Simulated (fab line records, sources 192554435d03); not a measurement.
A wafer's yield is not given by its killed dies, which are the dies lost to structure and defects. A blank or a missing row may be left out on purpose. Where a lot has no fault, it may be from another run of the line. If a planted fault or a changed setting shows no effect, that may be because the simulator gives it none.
Chamber matching | flow n5 finfet | N5_BEOL_M4_PECVD_72 on pecvd-03: 3 sister chambers
The step deposits SiO2 from TEOS/O2, target thk 16 nm, time 18 s. 24 wafers are shown with their chamber, then 12 later ones without.

WAFERS WITH THEIR CHAMBER
wafer  | chamber | showerhead plenum p Torr (Torr) | heater power w (W) | throttle valve pct (%)
L076.2 | 0       | 8.93                            | 850                | 20.9
L076.3 | 2       | 8.91                            | 620                | 21.5
L076.4 | 2       | 8.89                            | 637                | 21.8
L078.1 | 2       | 8.93                            | 654                | 21.6
L078.4 | 0       | 8.90                            | 760                | 21.2
L078.6 | 1       | 8.82                            | 740                | 21.5
L079.1 | 0       | 8.89                            | 785                | 21.5
L079.3 | 2       | 8.92                            | 709                | 21.7
L079.6 | 1       | 8.82                            | 718                | 21.7
L081.2 | 1       | 8.84                            | 655                | 21.9
L081.3 | 0       | 8.90                            | 880                | 21.4
L081.5 | 1       | 8.83                            | 650                | 21.8
L082.3 | 1       | 8.82                            | 692                | 21.7
L082.4 | 0       | 8.91                            | 845                | 21.5
L082.5 | 2       | 8.89                            | 679                | 21.5
L083.2 | 1       | 8.83                            | 707                | 21.8
L083.5 | 2       | 8.91                            | 718                | 21.6
L083.6 | 1       | 8.84                            | 716                | 21.6
L084.2 | 2       | 8.91                            | 676                | 21.7
L084.3 | 1       | 8.81                            | 689                | 21.8
L084.6 | 1       | 8.83                            | 710                | 21.4
L090.2 | 2       | 8.92                            | 747                | 21.6
L090.3 | 0       | 8.90                            | 839                | 21.5
L090.5 | 2       | 8.91                            | 768                | 21.7

SIGNATURES, as means of the wafers listed above
reading                  | chamber 0 | chamber 1 | chamber 2 | scatter within a chamber
showerhead plenum p Torr | 8.9050    | 8.8267    | 8.9100    | 0.0122
heater power w           | 826.50    | 697.44    | 689.78    | 41.9
throttle valve pct       | 21.333    | 21.689    | 21.633    | 0.167
Rule: a wafer's distance from a chamber is the root of the sum, over the readings, of the square of ((its reading less the chamber's mean) divided by the reading's scatter). The wafer belongs to the nearest chamber; if the next one is less than 2 further off, it can't be placed. The scatter is the square root of a quotient: the sum, over the shown wafers, of each reading's squared deviation from its chamber's mean, divided by wafers minus chambers.

WAFERS MISSING THEIR CHAMBER
wafer  | showerhead plenum p Torr (Torr) | heater power w (W) | throttle valve pct (%)
L089.1 | 8.91                            | 712                | 21.8
L089.4 | 8.91                            | 699                | 21.8
L089.5 | 8.89                            | 821                | 21.8
L091.2 | 8.89                            | 758                | 21.9
L091.3 | 8.84                            | 650                | 21.7
L091.6 | 8.89                            | 765                | 21.8
L092.1 | 8.85                            | 639                | 21.8
L092.2 | 8.90                            | 897                | 21.1
L092.3 | 8.94                            | 732                | 22.1
L093.3 | 8.87                            | 746                | 21.6
L093.4 | 8.90                            | 777                | 21.8
L093.6 | 8.85                            | 675                | 21.9

CHAMBER TAKEN BY EACH
wafer  | from the rows above          | in truth
L089.1 | 2                            | 2
L089.4 | 2                            | 2
L089.5 | can't be placed: 0 or 2      | 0
L091.2 | can't be placed: 2 or 0      | 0
L091.3 | 1                            | 1
L091.6 | can't be placed: 2 or 0      | 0
L092.1 | 1                            | 1
L092.2 | 0                            | 0
L092.3 | 2                            | 2
L093.3 | can't be placed: 2 or 1 or 0 | 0
L093.4 | can't be placed: 2 or 0      | 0
L093.6 | 1                            | 1
7 of 12 placed correctly. Not placeable from these rows: 5 (in 5, the candidates include the true chamber). 0 placed wrongly.
